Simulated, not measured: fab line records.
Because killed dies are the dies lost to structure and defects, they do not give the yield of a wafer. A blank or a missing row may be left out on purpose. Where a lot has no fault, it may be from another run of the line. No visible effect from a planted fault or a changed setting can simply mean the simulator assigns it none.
A struck lot beside a sound one + flow nandHarc + 14 steps out of a route of 1302
Sound: wafers L459.1, L459.2, L459.5. Struck: wafer L471.3. (L471.6 of the same lot was not struck and is left out.) The cause comes at the end.
Each step with rows lists, per side, the tool, then ch with its chambers, then its first start. Under that, the readings that differ: sound wafers + struck wafers + difference of the means + sigmas: that difference in standard deviations of wafers without a fault.
alike: same words and numbers on both sides, and readings whose means sit less than 2 such deviations apart. not compared: any withheld reading, any reading some wafer has no value for, any bound like >300 that may hide the same value, and any number with overlapping values for which the record gives no deviation.
The two part at a step that has a row with sigmas, a row that says differs or no value, or rows on one side only. Numbers that have no deviation but don't overlap get no sigmas and don't part them. A reading that every wafer of one side lacks parts them only if that side has two wafers or more.

NHARC_A_CHANNEL_FILL_D2_ALD_16: deposits SiO2, target thk 1.5 nm, pulse time 10 s, ald cycles 15.
  sound on aldHk-04 ch 0,2,3, day 16 07:11; struck on aldHk-01 ch 1, day 21 08:37
  alike: heaterPowerW, precursorPulseHeightRel
then, 2 steps without rows for these wafers: NHARC_A_CHANNEL_FILL_D2_ANNEAL_17 (time 1800 s); NHARC_A_CHANNEL_FILL_D2_CVD_18 (deposits poly-Si, target thk 3 nm).
NHARC_A_CHANNEL_FILL_D2_ETCHBACK_19: etches the open film in HBr/Cl2, target depth 5 nm, time 1.7 s.
  sound on rieSi-03 ch 1,2,3, day 16 21:26; struck on rieSi-03 ch 0, day 21 21:26
  alike: drypumpMotorCurrentA, oesProductAu, throttleValvePct
  not compared: rfHoursCounterH
NHARC_A_CHANNEL_FILL_D2_ETCHBACK_20: etches the open film in C4F8/O2/Ar, target depth 27 nm, time 13.5 s.
  sound on rieDiel-13 ch 1,2, day 16 21:33; struck on rieDiel-05 ch 2, day 21 21:35
| reading    | sound       | struck | difference | sigmas |
|------------|-------------|--------|------------|--------|
| rfVppV (V) | 984 985 984 | 970    | -14        | -3     |
  alike: oesProductAu, runLengthS
  not compared: rfHoursCounterH
then, 5 steps without rows for these wafers: NHARC_A_CHANNEL_FILL_D2_STRIP_28 (strips in O2, time 20 s); NHARC_A_CHANNEL_FILL_D2_PRECLEAN_21 (cleans in dHF, time 30 s); NHARC_A_CHANNEL_FILL_D2_SRD_23; NHARC_A_CHANNEL_FILL_D2_CVD_05 (deposits poly-Si, target thk 5 nm); NHARC_A_CHANNEL_FILL_D2_ANNEAL_22 (time 7200 s).
NHARC_A_CHANNEL_FILL_D2_ALD_25: deposits SiOx, target thk 60 nm, pulse time 10 s, ald cycles 600.
  sound on aldHk-04 ch 0,1,3, day 17 10:14; struck on aldHk-01 ch 2, day 22 09:19
  alike: heaterPowerW, precursorPulseHeightRel
NHARC_A_CHANNEL_FILL_D2_ETCHBACK_08: etches the open film in C4F8, target depth 220 nm, time 110 s.
  sound on rieDiel-05 ch 1,2, day 17 15:11; struck on rieDiel-05 ch 3, day 22 14:53
| reading        | sound             | struck | difference | sigmas      |
|----------------|-------------------|--------|------------|-------------|
| runLengthS (s) | 130.7 131.6 130.5 | 179.7  | +48.8      | +99 or more |
  alike: oesProductAu, rfVppV
  not compared: rfHoursCounterH
NHARC_A_CHANNEL_FILL_D2_STRIP_29: strips in O2, time 20 s.
  sound: rieDiel-05 ch 1,2; struck: rieDiel-05 ch 2
  alike: drypumpMotorCurrentA, oesProductAu, rfVppV, showerheadPlenumPTorr, throttleValvePct
  not compared: rfHoursCounterH
-- break in the record here, with 10 days between the starts of the struck wafers on either side (left off in module A_CHANNEL_FILL_D2, picked up again in module END, where the first step shown is number 1302 on the route) --
NHARC_END_SORT_01:
  sound on prober-01 ch 0, day 27 13:06; struck on prober-01 ch 0, day 32 09:47
| reading     | sound | struck | difference | sigmas |
|-------------|-------|--------|------------|--------|
| killedShort | 3 2 0 | 5      | +3         | +2     |
  alike: killedAtArray, killedAtOther, killedAtPeriphery, killedDies, killedOpen

## WHERE THEY PART
Last at NHARC_END_SORT_01 as far as this record goes, first at NHARC_A_CHANNEL_FILL_D2_ETCHBACK_20.

WHY: the cause the simulator had injected
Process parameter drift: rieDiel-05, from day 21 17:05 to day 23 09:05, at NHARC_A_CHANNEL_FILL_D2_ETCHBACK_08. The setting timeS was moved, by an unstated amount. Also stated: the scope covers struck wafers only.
